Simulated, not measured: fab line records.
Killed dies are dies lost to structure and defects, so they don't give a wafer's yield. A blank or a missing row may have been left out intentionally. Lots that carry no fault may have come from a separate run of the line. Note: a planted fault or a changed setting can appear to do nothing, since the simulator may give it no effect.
Which tool is to blame? / flow n5Finfet / route of 1938 steps, sampled at 1 step: 13 lots, 38 wafers

== WHAT THE GAUGES READ, wafer by wafer ==
N5_BEOL_M11_OCD_MEAS_38.
lot=L912; measured=day 10 12:28; on=ocd-01; trenchDepthNm (nm)=147.7 146.2 146.0
lot=L913; measured=day 10 13:20; on=ocd-01; trenchDepthNm (nm)=149.3 148.3 149.5
lot=L914; measured=day 10 14:40; on=ocd-01; trenchDepthNm (nm)=147.3 147.3 147.6
lot=L915; measured=day 10 20:13; on=ocd-02; trenchDepthNm (nm)=147.5 143.9 148.1
lot=L916; measured=day 11 08:11; on=ocd-01; trenchDepthNm (nm)=148.5 148.5 148.3
lot=L917; measured=day 11 14:16; on=ocd-01; trenchDepthNm (nm)=148.9 146.3 147.7
lot=L921; measured=day 12 05:55; on=ocd-02; trenchDepthNm (nm)=148.9 148.1 147.9
lot=L919; measured=day 12 07:43; on=ocd-01; trenchDepthNm (nm)=148.0 148.7 148.5
lot=L923; measured=day 13 03:44; on=ocd-02; trenchDepthNm (nm)=146.4 146.7 147.3
lot=L925; measured=day 13 10:05; on=ocd-02; trenchDepthNm (nm)=148.5 149.3
lot=L933; measured=day 15 14:27; on=ocd-01; trenchDepthNm (nm)=147.7 147.5 147.3
lot=L934; measured=day 15 14:44; on=ocd-01; trenchDepthNm (nm)=150.6 151.1 150.5
lot=L935; measured=day 15 19:51; on=ocd-02; trenchDepthNm (nm)=146.6 149.1 147.7

== WHAT TOOL EACH LOT RAN ON (gives the tool, then ch and the chambers of the sampled wafers, and finally the start) ==
The record shows no process step preceding these readings.

== AS READ BY THE TOOLS THEMSELVES (means over the sampled wafers that have a number; for cases with no such wafer, the mark the record gives instead) ==
The record holds no such reading with a usual standard deviation.

== THE ANSWER, worked out from the rows above alone ==
Rule: what is usual is taken from the lots themselves. The widest of any qualifying gaps counts: lots, ordered by their means at a reading, are off when they make up no more than a third of the lots, leave a main group of 4 or more, and stand apart from it by 3 or more times the standard deviation of that group's means. Not used: any main group whose means are identical at the precision the tables above print for the reading. A lot without any number at a reading at which 4 lots or more have one is off too. The other lots that the step has rows for count as sound. Order of review: gauges by route order, followed by the tools' own readings, for which a lot's mean as printed above is used. The first step at which some lot is off is used, and at that step the reading that is off furthest; a lot without a number counts as furthest.
None of the lots is off at any reading shown; this tells nothing.

== WHAT THE SIMULATOR HAD INSERTED ==
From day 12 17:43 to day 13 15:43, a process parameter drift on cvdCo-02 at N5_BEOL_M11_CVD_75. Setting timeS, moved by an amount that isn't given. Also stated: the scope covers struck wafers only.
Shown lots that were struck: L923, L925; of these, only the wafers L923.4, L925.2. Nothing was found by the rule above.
